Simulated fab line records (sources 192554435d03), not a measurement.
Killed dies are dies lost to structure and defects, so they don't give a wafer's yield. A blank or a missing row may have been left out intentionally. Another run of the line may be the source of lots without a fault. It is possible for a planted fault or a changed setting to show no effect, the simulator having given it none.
The tool behind it: which one? | flow n5Finfet | 30 wafers from 10 lots sampled at 4 of the route's 1938 steps

WHAT EACH GAUGE READ, for each wafer
N5_BEOL_M14_THK_MEAS_01.
lot  | measured     | on           | M14_ILD_THK (nm)
L281 | day 14 00:44 | filmMetro-01 | 1083 1095 1111
L287 | day 15 12:54 | filmMetro-01 | 1097 1098 1132
L289 | day 15 13:18 | filmMetro-02 | 1107 1131 1127
L290 | day 15 23:17 | filmMetro-01 | 1117 1117 1128
L295 | day 17 12:04 | filmMetro-01 | 1111 2091 1125
L296 | day 17 15:03 | filmMetro-01 | 1099 1094 1111
L297 | day 17 20:28 | filmMetro-02 | 1100 1119 2097
L303 | day 18 23:31 | filmMetro-02 | 1098 1103 1124
L302 | day 19 02:10 | filmMetro-01 | 1114 1117 1136
L285 | day 19 04:18 | filmMetro-01 | 1081 1091 1105

WHICH TOOL RAN EACH LOT (tool, then ch and the chambers of the sampled wafers, then the start)
lot  | N5_BEOL_M13_DESCUM_33             | N5_BEOL_M13_DEP_53              | N5_BEOL_M14_ILD_DEP_00
L281 | rieDiel-01 ch 1,3, day 13 21:20   | pecvd-03 ch 0,1, day 14 00:20   | pecvd-01 ch 1,2, day 14 00:28
L287 | rieDiel-06 ch 0,2,3, day 15 07:47 | pecvd-04 ch 0,1,2, day 15 12:35 | pecvd-03 ch 0,1,2, day 15 12:43
L289 | rieDiel-03 ch 0,3, day 15 08:40   | pecvd-02 ch 1,2, day 15 12:59   | pecvd-03 ch 0,2, day 15 13:07
L290 | rieDiel-01 ch 0,1,3, day 15 17:35 | pecvd-03 ch 1,2, day 15 22:57   | pecvd-01 ch 1,2, day 15 23:05
L295 | rieDiel-06 ch 2,3, day 17 05:21   | pecvd-04 ch 0,1, day 17 11:44   | pecvd-01 ch 0,2, day 17 11:52
L296 | rieDiel-03 ch 1,2,3, day 17 11:14 | pecvd-03 ch 1,2, day 17 14:39   | pecvd-02 ch 0,2, day 17 14:47
L297 | rieDiel-06 ch 0,2,3, day 17 17:53 | pecvd-03 ch 1,2, day 17 20:08   | pecvd-01 ch 0,1,2, day 17 20:16
L303 | rieDiel-06 ch 0,1, day 18 20:21   | pecvd-02 ch 1,2, day 18 23:12   | pecvd-02 ch 0,1,2, day 18 23:20
L302 | rieDiel-03 ch 0,3, day 18 21:36   | pecvd-03 ch 0,1, day 19 01:52   | pecvd-02 ch 0,2, day 19 01:59
L285 | rieDiel-01 ch 0,1, day 18 21:37   | pecvd-02 ch 0,1,2, day 19 03:59 | pecvd-03 ch 0,1, day 19 04:07
- N5_BEOL_M13_DESCUM_33: chemistry O2, time 7.9 s.
- N5_BEOL_M13_DEP_53: deposits SiCN from 3MS/NH3, target thk 50 nm, time 17.8 s.
- N5_BEOL_M14_ILD_DEP_00: deposits SiO2 from TEOS/O2, target thk 1119.3 nm, time 237.4 s.

THE ANSWER, worked out from the rows above alone
Rule: the usual values come from the lots themselves. Put in order of their means at a reading, lots are off if they are a third of the lots or fewer, leave a main group of 4 or more, and stand apart from it by a gap of 3 or more times the standard deviation of the main group's means; of several such gaps the widest counts. If all means in a main group match to the digits the tables above print for the reading, that group is not used. A lot without any number at a reading at which 4 lots or more have one is off too. All remaining lots with rows at the step are treated as sound.
Off: L295, L297, seen at N5_BEOL_M14_THK_MEAS_01 (M14_ILD_THK). Main group: mean 1109 nm, sd 11.
If a tool, at a process step before that reading, ran all the lots that are off and no sound lot after the first of them, it fits. The gauges at N5_BEOL_M14_THK_MEAS_01 are tried like those tools. One candidate fits, namely pecvd-01 at N5_BEOL_M14_ILD_DEP_00. Its last sound lot is L290 (day 15 23:05), its first lot that is off L295 (day 17 11:52): a fault that began between those two fits.

WHAT WAS PUT IN BY THE SIMULATOR
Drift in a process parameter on pecvd-01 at N5_BEOL_M14_ILD_DEP_00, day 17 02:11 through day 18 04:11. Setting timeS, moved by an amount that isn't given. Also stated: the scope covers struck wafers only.
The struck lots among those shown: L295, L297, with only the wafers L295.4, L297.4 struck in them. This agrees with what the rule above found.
